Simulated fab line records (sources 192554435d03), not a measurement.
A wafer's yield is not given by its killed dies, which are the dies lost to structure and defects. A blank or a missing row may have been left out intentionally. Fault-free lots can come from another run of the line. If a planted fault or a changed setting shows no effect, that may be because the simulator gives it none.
The tool behind it: which one?    flow n5 finfet    72 wafers from 24 lots sampled at 4 of the route's 1938 steps

== WHAT THE GAUGES SHOWED, per wafer ==
N5_DUMMY_GATE_THK_MEAS_05. Usual: thk nm 71.7 nm, standard deviation 1.2.
lot   measured     on             thk nm (nm)     flag
L074  day 2 18:29  film metro-02  72.5 71.3 70.7  
L075  day 3 00:59  film metro-02  73.8 73.6 73.5  
L076  day 3 05:46  film metro-01  72.6 73.9 73.2  
L077  day 3 11:22  film metro-01  72.2 71.3 73.7  
L078  day 3 16:54  film metro-01  71.6 74.0 71.6  
L079  day 3 22:59  film metro-02  69.7 71.8 72.1  
L080  day 4 09:05  film metro-02  72.2 73.8 72.1  
L081  day 4 10:52  film metro-02  72.0 71.5 71.9  
L082  day 4 20:32  film metro-01  72.3 73.0 72.3  
L083  day 5 00:58  film metro-01  68.5 72.0 69.4  
L084  day 5 10:26  film metro-02  71.3 72.7 70.3  
L085  day 5 13:47  film metro-01  71.1 71.7 72.5  
L086  day 5 20:19  film metro-01  73.8 71.9 70.2  
L087  day 6 01:04  film metro-01  70.5 72.2 70.8  
L088  day 6 04:50  film metro-01  71.7 72.7 70.1  
L089  day 6 11:45  film metro-02  71.9 73.1 72.0  
L090  day 6 17:26  film metro-02  71.2 71.1 70.3  
L091  day 6 23:28  film metro-01  71.8 70.7 72.4  
L092  day 7 05:31  film metro-02  71.8 73.0 70.1  
L093  day 7 12:05  film metro-02  72.5 70.0 73.2  
L094  day 7 16:41  film metro-02  70.5 71.4 69.8  
L095  day 7 23:29  film metro-01  69.6 71.5 68.8  
L096  day 8 05:23  film metro-01  73.1 71.9 72.4  
L097  day 8 13:18  film metro-02  71.0 72.7 73.0  

N5_DUMMY_GATE_CD_MEAS_15 targets a cd of 25.8 nm. Usual: cd nm 25.05 nm, standard deviation 0.23.
lot   measured     on         cd nm (nm)         flag
L074  day 2 23:40  cd sem-01  25.10 25.48 25.44  
L075  day 3 05:24  cd sem-03  25.45 24.97 24.80  
L076  day 3 10:12  cd sem-02  24.88 24.92 25.05  
L077  day 3 15:39  cd sem-03  25.06 25.06 24.89  
L078  day 3 21:21  cd sem-02  24.97 25.04 24.71  
L079  day 4 03:17  cd sem-03  25.53 25.22 25.18  
L080  day 4 13:23  cd sem-01  24.78 25.19 25.25  
L081  day 4 15:10  cd sem-01  25.39 25.12 24.72  
L082  day 5 00:50  cd sem-01  24.96 24.86 24.82  
L083  day 5 07:13  cd sem-03  25.17 25.04 24.82  
L084  day 5 16:41  cd sem-03  25.32 25.12 25.05  
L085  day 5 20:03  cd sem-03  25.58 24.84 24.83  
L086  day 6 02:41  cd sem-02  25.35 25.51 25.07  
L087  day 6 06:28  cd sem-03  25.51 25.20 25.35  
L088  day 6 09:08  cd sem-01  25.14 24.79 24.99  
L089  day 6 16:10  cd sem-02  25.12 25.29 25.18  
L090  day 6 21:48  cd sem-01  24.56 25.13 24.77  
L091  day 7 03:46  cd sem-01  25.01 25.33 24.77  
L092  day 7 09:49  cd sem-01  25.09 25.12 25.11  
L093  day 7 16:31  cd sem-01  25.12 25.11 25.03  
L094  day 7 23:04  cd sem-02  25.03 24.97 25.07  
L095  day 8 05:43  cd sem-01  24.73 24.82 24.79  
L096  day 8 09:51  cd sem-01  24.81 25.02 24.98  
L097  day 8 19:42  cd sem-03  25.27 24.93 25.12  

N5_SD_EPI_P_CD_MEAS_09 targets a cd of 240 nm. Usual: cd nm 239.7 nm, standard deviation 0.83.
lot   measured     on         cd nm (nm)         flag
L074  day 3 06:11  cd sem-03  239.0 240.3 238.9  
L075  day 3 12:10  cd sem-02  240.5 240.6 239.8  
L076  day 3 16:58  cd sem-03  238.8 239.7 239.0  
L077  day 3 23:56  cd sem-03  239.0 239.4 239.0  
L078  day 4 04:19  cd sem-01  239.6 238.9 241.1  
L079  day 4 10:49  cd sem-01  238.7 239.9 238.5  
L080  day 4 20:57  cd sem-02  239.6 240.1 240.4  
L081  day 4 22:28  cd sem-03  239.7 239.4 239.6  
L082  day 5 10:08  cd sem-01  238.2 238.3 238.2  
L083  day 5 14:03  cd sem-01  240.9 241.1 241.1  
L084  day 5 23:41  cd sem-03  240.8 240.2 239.6  
L085  day 6 02:41  cd sem-01  238.4 240.1 240.1  
L086  day 6 09:29  cd sem-02  239.6 239.5 240.3  
L087  day 6 13:14  cd sem-01  239.7 239.3 239.9  
L088  day 6 16:17  cd sem-02  237.8 238.7 238.0  
L089  day 7 00:37  cd sem-03  239.0 239.4 239.4  
L090  day 7 06:11  cd sem-03  241.3 240.1 240.9  
L091  day 7 10:27  cd sem-01  239.9 239.8 240.0  
L092  day 7 16:49  cd sem-01  239.0 240.1 239.8  
L093  day 7 23:58  cd sem-03  239.4 240.0 239.9  
L094  day 8 06:40  cd sem-01  239.3 239.0 239.2  
L095  day 8 12:34  cd sem-03  239.2 238.6 239.3  
L096  day 8 18:42  cd sem-01  240.1 240.2 238.8  
L097  day 9 02:53  cd sem-02  238.9 240.1 239.7  

== EACH LOT AND THE TOOL THAT RAN IT (in order: tool; ch and the chambers of the sampled wafers; start) ==
lot   N5_SD_EPI_N_ETCHBACK_44
L074  rie diel-06 ch 0,1,2, day 3 02:22
L075  rie diel-01 ch 0,3, day 3 08:12
L076  rie diel-01 ch 2,3, day 3 13:05
L077  rie diel-06 ch 1,2, day 3 19:59
L078  rie diel-05 ch 0,1,2, day 4 00:23
L079  rie diel-06 ch 1,2, day 4 06:33
L080  rie diel-01 ch 2,3, day 4 16:46
L081  rie diel-01 ch 2,3, day 4 18:40
L082  rie diel-01 ch 0,1,3, day 5 06:03
L083  rie diel-01 ch 0,1,3, day 5 10:05
L084  rie diel-05 ch 1,2,3, day 5 19:29
L085  rie diel-06 ch 2,3, day 5 22:46
L086  rie diel-05 ch 0,1,2, day 6 05:41
L087  rie diel-01 ch 0,2, day 6 09:19
L088  rie diel-06 ch 2,3, day 6 12:22
L089  rie diel-06 ch 1,2,3, day 6 19:57
L090  rie diel-05 ch 0,1, day 7 01:15
L091  rie diel-01 ch 0,2, day 7 06:28
L092  rie diel-06 ch 0,2,3, day 7 12:41
L093  rie diel-01 ch 0,2,3, day 7 20:02
L094  rie diel-06 ch 0,2,3, day 8 02:13
L095  rie diel-01 ch 0,2,3, day 8 08:33
L096  rie diel-01 ch 0,3, day 8 14:29
L097  rie diel-05 ch 0,1, day 8 22:57
- N5_SD_EPI_N_ETCHBACK_44: etches SiNx in CH3F/O2, stops on SiO2, target depth 14.5 nm.

== AS READ BY THE TOOLS THEMSELVES (means over the sampled wafers that have a number; for cases with no such wafer, the mark the record gives instead) ==
N5_SD_EPI_N_ETCHBACK_44. Usual: chamber pressure mTorr is 29.996 mTorr with standard deviation 0.026, drypump motor current A is 5.6 A with standard deviation 0.54, oes_o_777_au is 0.78 a.u. with standard deviation 0.072, oes product au is 0.67 a.u. with standard deviation 0.064, rf vpp V is 301 V with standard deviation 4.2, showerhead plenum p Torr is 2.03 Torr with standard deviation 0.059, and throttle valve pct is 16.44 % with standard deviation 0.22.
lot   tool         chamber pressure mTorr (mTorr)  drypump motor current A (A)  oes_o_777_au (a.u.)  oes product au (a.u.)  rf vpp V (V)  showerhead plenum p Torr (Torr)  throttle valve pct (%)  flag
L074  rie diel-06  29.978                          5.5                          0.82                 0.70                   301           2.02                             16.30                   
L075  rie diel-01  29.995                          5.2                          0.80                 0.68                   304           2.05                             16.61                   
L076  rie diel-01  29.969                          5.8                          0.78                 0.65                   299           2.09                             16.53                   
L077  rie diel-06  30.007                          6.1                          0.74                 0.64                   301           2.05                             16.42                   
L078  rie diel-05  30.026                          5.8                          0.75                 0.64                   305           2.06                             16.46                   
L079  rie diel-06  29.980                          6.1                          0.73                 0.64                   300           2.05                             16.42                   
L080  rie diel-01  30.002                          5.8                          0.78                 0.65                   298           2.08                             16.56                   
L081  rie diel-01  29.991                          5.5                          0.75                 0.64                   300           2.08                             16.68                   
L082  rie diel-01  29.995                          5.4                          0.76                 0.65                   302           2.00                             16.58                   
L083  rie diel-01  29.984                          5.4                          0.76                 0.65                   302           2.00                             16.58                   
L084  rie diel-05  30.004                          5.5                          0.79                 0.69                   305           2.10                             16.35                   
L085  rie diel-06  29.994                          6.3                          0.73                 0.62                   301           2.04                             16.52                   
L086  rie diel-05  30.012                          5.8                          0.73                 0.63                   304           2.06                             16.50                   
L087  rie diel-01  30.005                          5.5                          0.82                 0.71                   302           1.99                             16.37                   
L088  rie diel-06  29.988                          6.3                          0.72                 0.62                   302           2.04                             16.54                   
L089  rie diel-06  29.973                          5.9                          0.74                 0.63                   297           2.02                             16.45                   
L090  rie diel-05  30.008                          6.0                          0.76                 0.66                   305           2.06                             16.42                   
L091  rie diel-01  29.983                          5.5                          0.81                 0.70                   302           1.99                             16.39                   
L092  rie diel-06  30.023                          5.8                          0.77                 0.65                   299           2.00                             16.46                   
L093  rie diel-01  29.999                          5.5                          0.77                 0.65                   300           2.03                             16.56                   
L094  rie diel-06  29.969                          5.8                          0.77                 0.65                   300           2.00                             16.47                   
L095  rie diel-01  30.022                          5.5                          0.76                 0.65                   302           2.03                             16.57                   
L096  rie diel-01  29.975                          5.3                          0.75                 0.65                   304           2.03                             16.69                   
L097  rie diel-05  30.005                          6.3                          0.72                 0.61                   301           2.02                             16.42                   

== THE ANSWER, worked out from the rows above alone ==
Rule: a lot counts as off when the mean over its wafers that have a number is more than 3 standard deviations away from the usual mean. Also off: a lot with no number at a reading for which 4 or more lots have one. Where the step has rows for the other lots, those lots are counted as sound. Order of review: gauges by route order, followed by the tools' own readings, for which a lot's mean as printed above is used. At the first step where some lot is off, the reading lying furthest off is the one used; lots without a number count as furthest.
None of the lots is off at any reading shown; this tells nothing.

== WHAT THE SIMULATOR HAD PUT IN ==
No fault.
